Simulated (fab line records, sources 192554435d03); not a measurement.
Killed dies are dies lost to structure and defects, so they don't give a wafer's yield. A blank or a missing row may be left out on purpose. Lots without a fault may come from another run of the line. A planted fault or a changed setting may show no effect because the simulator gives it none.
Chamber matching | flow n5_finfet | N5_SD_EPI_N_ETCHBACK_44 on rie_diel-05: 4 sister chambers
The step etches SiNx in CH3F/O2, stops on SiO2, target depth 14.5 nm. 4 wafers are shown with their chamber, then 8 later ones without.

WAFERS WITH THEIR CHAMBER
wafer  | chamber | oes_f_703_au (a.u.)
L263.5 | 1       | 0.68
L263.6 | 0       | 0.94
L265.6 | 3       | 0.69
L267.1 | 2       | 0.80

WAFERS WITHOUT THEIR CHAMBER
wafer  | oes_f_703_au (a.u.)
L267.2 | 0.69
L267.6 | 0.80
L268.1 | 0.92
L268.3 | 0.91
L268.4 | 0.69
L282.2 | 0.90
L282.5 | 0.85
L282.6 | 0.90

WHICH CHAMBER EACH WENT THROUGH
wafer  | from the rows above     | in truth
L267.2 | can't be placed: 3 or 1 | 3
L267.6 | 2                       | 2
L268.1 | 0                       | 0
L268.3 | 0                       | 0
L268.4 | can't be placed: 3 or 1 | 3
L282.2 | 0                       | 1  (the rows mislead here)
L282.5 | can't be placed: 2 or 0 | 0
L282.6 | 0                       | 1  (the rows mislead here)
Placed correctly: 3 of 8. Can't be placed from these rows: 3 (the true chamber is among the candidates in 3). Placed wrongly: 2.
How it was worked out, from the rows above alone: a wafer's distance from a chamber is the root of the sum, over the readings, of the square of ((its reading less the chamber's mean) divided by the reading's scatter). The wafer belongs to the nearest chamber; if the next one is less than 2 further off, it can't be placed. A chamber's mean is the mean of its shown wafers. The scatter: with one shown wafer a chamber, the root of the mean of the squares of how far each hidden wafer lies from its nearest shown one.
